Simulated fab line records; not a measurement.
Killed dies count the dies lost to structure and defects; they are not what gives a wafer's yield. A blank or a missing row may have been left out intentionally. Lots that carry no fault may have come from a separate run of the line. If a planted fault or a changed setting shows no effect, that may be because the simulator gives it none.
What tool caused it? + flow nand_harc + 31 wafers from 11 lots sampled at 6 of the route's 1159 steps

## WHAT EACH GAUGE READ, for each wafer
NHARC_END_WLT_00.
| lot  | measured     | on        | VT_DECK1_BOTTOM   | VT_DECK1_BOTTOM_INNER | VT_DECK1_MEDIAN_NEAR_BOTTOM | VT_DECK1_MEDIAN_NEAR_BOTTOM_INNER | VT_DECK1_MIDDLE   | VT_DECK1_MIDDLE_INNER | VT_DECK1_TOP      | VT_DECK1_TOP_INNER |
|------|--------------|-----------|-------------------|-----------------------|-----------------------------|-----------------------------------|-------------------|-----------------------|-------------------|--------------------|
| L970 | day 20 04:54 | prober-01 | 0.867 0.872 0.866 | 0.864 0.876 0.865     | 0.874 0.870 0.869           | 0.868 0.875 0.860                 | 0.882 0.884 0.884 | 0.890 0.887 0.884     | 0.895 0.893 0.894 | 0.894 0.904 0.892  |
| L971 | day 20 02:25 | prober-02 | 0.863 0.866 0.866 | 0.861 0.869 0.875     | 0.865 0.864 0.868           | 0.865 0.867 0.874                 | 0.887 0.869 0.883 | 0.871 0.880 0.878     | 0.893 0.888 0.884 | 0.891 0.890 0.883  |
| L973 | day 19 21:06 | prober-01 | 0.886 0.889 0.877 | 0.883 0.883 0.890     | 0.887 0.882 0.882           | 0.884 0.886 0.887                 | 0.907 0.899 0.886 | 0.894 0.903 0.891     | 0.904 0.910 0.906 | 0.912 0.908 0.912  |
| L972 | day 20 09:43 | prober-02 | 0.896 0.887 0.894 | 0.888 0.880 0.888     | 0.886 0.891 0.890           | 0.890 0.895 0.890                 | 0.910 0.900 0.901 | 0.896 0.899 0.895     | 0.911 0.908 0.916 | 0.919 0.914 0.911  |
| L974 | day 20 14:35 | prober-01 | 0.874 0.875 0.876 | 0.876 0.869 0.870     | 0.868 0.874 0.884           | 0.867 0.874 0.886                 | 0.885 0.885 0.887 | 0.891 0.878 0.885     | 0.905 0.893 0.896 | 0.893 0.891 0.894  |
| L975 | day 21 07:06 | prober-01 | 0.865 0.875 0.876 | 0.876 0.877 0.871     | 0.876 0.870 0.871           | 0.863 0.862 0.868                 | 0.883 0.878 0.880 | 0.882 0.879 0.885     | 0.896 0.891 0.894 | 0.900 0.901 0.896  |
| L978 | day 21 16:25 | prober-02 | 0.893             | 0.884                 | 0.883                       | 0.880                             | 0.898             | 0.903                 | 0.922             | 0.919              |
| L987 | day 23 14:03 | prober-01 | 0.871 0.865 0.868 | 0.869 0.860 0.862     | 0.865 0.864 0.870           | 0.869 0.864 0.867                 | 0.881 0.880 0.879 | 0.878 0.877 0.878     | 0.891 0.889 0.891 | 0.900 0.885 0.892  |
| L988 | day 24 11:08 | prober-01 | 0.869 0.879 0.881 | 0.875 0.874 0.870     | 0.870 0.874 0.873           | 0.867 0.870 0.870                 | 0.888 0.884 0.887 | 0.886 0.880 0.883     | 0.893 0.899 0.898 | 0.891 0.910 0.904  |
| L993 | day 25 02:43 | prober-02 | 0.876 0.869 0.878 | 0.869 0.865 0.876     | 0.870 0.873 0.876           | 0.871 0.867 0.877                 | 0.885 0.890 0.895 | 0.887 0.876 0.894     | 0.896 0.883 0.892 | 0.902 0.896 0.897  |
| L992 | day 24 20:35 | prober-01 | 0.873 0.872 0.876 | 0.875 0.879 0.878     | 0.868 0.873 0.873           | 0.869 0.878 0.880                 | 0.886 0.882 0.880 | 0.891 0.888 0.880     | 0.896 0.900 0.895 | 0.899 0.892 0.902  |

NHARC_END_SORT_01.
| lot  | measured     | on        | killed_at_array | killed_at_other | killed_at_periphery | killed_dies | killed_open | killed_short |
|------|--------------|-----------|-----------------|-----------------|---------------------|-------------|-------------|--------------|
| L987 | day 23 17:20 | prober-01 | 46 28 39        | 0 0 0           | 6 8 6               | 52 36 45    | 5 1 1       | 1 1 2        |
| L988 | day 24 14:10 | prober-01 | 16 18 24        | 3 2 2           | 2 2 3               | 21 22 29    | 4 3 4       | 1 4 5        |

## WHAT TOOL EACH LOT RAN ON (gives the tool, then ch and the chambers of the sampled wafers, and finally the start)
| lot  | NHARC_A_CHANNEL_HOLE_D1_ETCH_22  | NHARC_A_CHANNEL_HOLE_D1_ETCH_24  | NHARC_A_CHANNEL_FILL_D1_ALD_02   | NHARC_A_CHANNEL_FILL_D1_ETCHBACK_20 |
|------|----------------------------------|----------------------------------|----------------------------------|-------------------------------------|
| L970 | har_etch-02 ch 0,1, day 8 21:53  | har_etch-02 ch 0,1, day 8 23:10  | ald_hk-02 ch 0,2,3, day 9 02:49  | rie_diel-09 ch 0,1,2, day 10 03:20  |
| L971 | har_etch-01 ch 0,1, day 8 21:55  | har_etch-01 ch 0,1, day 8 23:12  | ald_hk-03 ch 0,1,2, day 9 03:14  | rie_diel-10 ch 1,2,3, day 10 03:21  |
| L973 | har_etch-02 ch 0,1, day 9 02:02  | har_etch-02 ch 0,1, day 9 03:18  | ald_hk-02 ch 0,1,2, day 9 07:01  | rie_diel-09 ch 1,2,3, day 10 07:59  |
| L972 | har_etch-01 ch 0,1, day 9 02:05  | har_etch-01 ch 0,1, day 9 03:21  | ald_hk-03 ch 1,2, day 9 07:08    | rie_diel-10 ch 1,3, day 10 07:59    |
| L974 | har_etch-01 ch 0,1, day 9 14:48  | har_etch-01 ch 0,1, day 9 16:04  | ald_hk-02 ch 1,2,3, day 9 19:50  | rie_diel-10 ch 0,1,3, day 10 20:02  |
| L975 | har_etch-02 ch 0,1, day 10 03:29 | har_etch-02 ch 0,1, day 10 04:46 | ald_hk-03 ch 0,2,3, day 10 08:29 | rie_diel-09 ch 0,1,2, day 11 10:56  |
| L978 | har_etch-01 ch 0, day 10 09:05   | har_etch-01 ch 0, day 10 10:31   | ald_hk-03 ch 0, day 10 13:58     | rie_diel-10 ch 2, day 11 16:15      |
| L987 | har_etch-02 ch 0,1, day 12 17:54 | har_etch-02 ch 0,1, day 12 19:11 | ald_hk-04 ch 1,2, day 12 22:58   | rie_diel-09 ch 0,1,2, day 14 02:32  |
| L988 | har_etch-02 ch 0,1, day 12 22:05 | har_etch-02 ch 0,1, day 12 23:21 | ald_hk-04 ch 0,1,2, day 13 03:07 | rie_diel-04 ch 0,1,2, day 14 02:29  |
| L993 | har_etch-02 ch 0,1, day 14 00:44 | har_etch-02 ch 0,1, day 14 01:59 | ald_hk-02 ch 0,1,3, day 14 05:47 | rie_diel-09 ch 1,2,3, day 15 09:41  |
| L992 | har_etch-02 ch 0,1, day 14 09:04 | har_etch-02 ch 0,1, day 14 10:19 | ald_hk-02 ch 0,3, day 14 14:05   | rie_diel-10 ch 1,2,3, day 15 14:48  |
- NHARC_A_CHANNEL_HOLE_D1_ETCH_22: etches the open film in C4F8/O2/Ar, time 666.7 s, target depth 1600 nm.
- NHARC_A_CHANNEL_HOLE_D1_ETCH_24: etches the open film in C4F8/O2/Ar, time 906.2 s, target depth 1500 nm.
- NHARC_A_CHANNEL_FILL_D1_ALD_02: deposits SiO2, target thk 6 nm, pulse time 10 s, ald cycles 60.
- NHARC_A_CHANNEL_FILL_D1_ETCHBACK_20: etches the open film in C4F8/O2/Ar, target depth 27 nm, time 13.5 s.

## AS READ BY THE TOOLS THEMSELVES (means over the sampled wafers that have a number; for cases with no such wafer, the mark the record gives instead)
NHARC_A_CHANNEL_HOLE_D1_ETCH_22.
| lot  | tool        | drypump_motor_current_A (A) | he_backside_leak_sccm (sccm) | showerhead_plenum_p_Torr (Torr) | throttle_valve_pct (%) |
|------|-------------|-----------------------------|------------------------------|---------------------------------|------------------------|
| L970 | har_etch-02 | 5.6                         | 5.8                          | 3.65                            | 32.152                 |
| L971 | har_etch-01 | 5.8                         | 5.4                          | 3.83                            | 32.154                 |
| L973 | har_etch-02 | 5.6                         | 5.9                          | 3.64                            | 32.163                 |
| L972 | har_etch-01 | 5.4                         | 5.4                          | 3.82                            | 32.152                 |
| L974 | har_etch-01 | 5.8                         | 5.6                          | 3.82                            | 32.152                 |
| L975 | har_etch-02 | 5.6                         | 5.7                          | 3.64                            | 32.160                 |
| L978 | har_etch-01 | 6.1                         | 5.2                          | 3.82                            | 32.142                 |
| L987 | har_etch-02 | 5.6                         | 6.0                          | 3.62                            | 32.156                 |
| L988 | har_etch-02 | 5.6                         | 5.9                          | 3.62                            | 32.145                 |
| L993 | har_etch-02 | 5.7                         | 6.3                          | 3.73                            | 32.151                 |
| L992 | har_etch-02 | 5.6                         | 6.0                          | 3.61                            | 32.153                 |

NHARC_A_CHANNEL_HOLE_D1_ETCH_24.
| lot  | tool        | drypump_motor_current_A (A) | he_backside_leak_sccm (sccm) | showerhead_plenum_p_Torr (Torr) | throttle_valve_pct (%) |
|------|-------------|-----------------------------|------------------------------|---------------------------------|------------------------|
| L970 | har_etch-02 | 5.6                         | 5.5                          | 3.64                            | 32.236                 |
| L971 | har_etch-01 | 5.8                         | 5.3                          | 3.82                            | 32.244                 |
| L973 | har_etch-02 | 5.6                         | 5.7                          | 3.64                            | 32.226                 |
| L972 | har_etch-01 | 5.4                         | 5.3                          | 3.82                            | 32.238                 |
| L974 | har_etch-01 | 5.8                         | 5.4                          | 3.82                            | 32.239                 |
| L975 | har_etch-02 | 5.6                         | 5.9                          | 3.63                            | 32.232                 |
| L978 | har_etch-01 | 6.1                         | 5.5                          | 3.81                            | 32.233                 |
| L987 | har_etch-02 | 5.6                         | 5.7                          | 3.62                            | 32.234                 |
| L988 | har_etch-02 | 5.6                         | 5.9                          | 3.62                            | 32.238                 |
| L993 | har_etch-02 | 5.8                         | 5.6                          | 3.72                            | 32.242                 |
| L992 | har_etch-02 | 5.6                         | 6.1                          | 3.61                            | 32.234                 |

NHARC_A_CHANNEL_FILL_D1_ALD_02.
| lot  | tool      | heater_power_w (W) | precursor_pulse_height_rel |
|------|-----------|--------------------|----------------------------|
| L970 | ald_hk-02 | 466                | 0.970                      |
| L971 | ald_hk-03 | 487                | 1.004                      |
| L973 | ald_hk-02 | 476                | 1.003                      |
| L972 | ald_hk-03 | 482                | 1.011                      |
| L974 | ald_hk-02 | 494                | 1.003                      |
| L975 | ald_hk-03 | 503                | 0.990                      |
| L978 | ald_hk-03 | 478                | 0.978                      |
| L987 | ald_hk-04 | 423                | 1.021                      |
| L988 | ald_hk-04 | 455                | 0.987                      |
| L993 | ald_hk-02 | 464                | 1.002                      |
| L992 | ald_hk-02 | 458                | 0.991                      |

NHARC_A_CHANNEL_FILL_D1_ETCHBACK_20.
| lot  | tool        | oes_product_au (a.u.) | rf_vpp_V (V) |
|------|-------------|-----------------------|--------------|
| L970 | rie_diel-09 | 0.91                  | 978          |
| L971 | rie_diel-10 | 1.00                  | 973          |
| L973 | rie_diel-09 | 0.92                  | 976          |
| L972 | rie_diel-10 | 0.99                  | 972          |
| L974 | rie_diel-10 | 0.97                  | 975          |
| L975 | rie_diel-09 | 0.95                  | 978          |
| L978 | rie_diel-10 | 1.00                  | 974          |
| L987 | rie_diel-09 | 0.94                  | 978          |
| L988 | rie_diel-04 | 1.00                  | 979          |
| L993 | rie_diel-09 | 1.00                  | 975          |
| L992 | rie_diel-10 | 0.98                  | 973          |

## THE ANSWER, worked out from the rows above alone
Rule: the lots themselves supply what counts as usual. Put in order of their means at a reading, lots are off if they are a third of the lots or fewer, leave a main group of 4 or more, and stand apart from it by a gap of 3 or more times the standard deviation of the main group's means; of several such gaps the widest counts. The tables above print the reading to a certain number of digits; a main group whose means all agree to those digits is not used. A lot without any number at a reading at which 4 lots or more have one is off too. Any other lot the step has rows for is counted as sound. After the gauges, taken in route order, come the tools' own readings; for these a lot's mean is taken, as printed above. At the first step where some lot is off, the reading lying furthest off is the one used; lots without a number count as furthest.
Across all readings shown, no lot is off: no conclusion can be drawn from this.

## WHAT THE SIMULATOR HAD INSERTED
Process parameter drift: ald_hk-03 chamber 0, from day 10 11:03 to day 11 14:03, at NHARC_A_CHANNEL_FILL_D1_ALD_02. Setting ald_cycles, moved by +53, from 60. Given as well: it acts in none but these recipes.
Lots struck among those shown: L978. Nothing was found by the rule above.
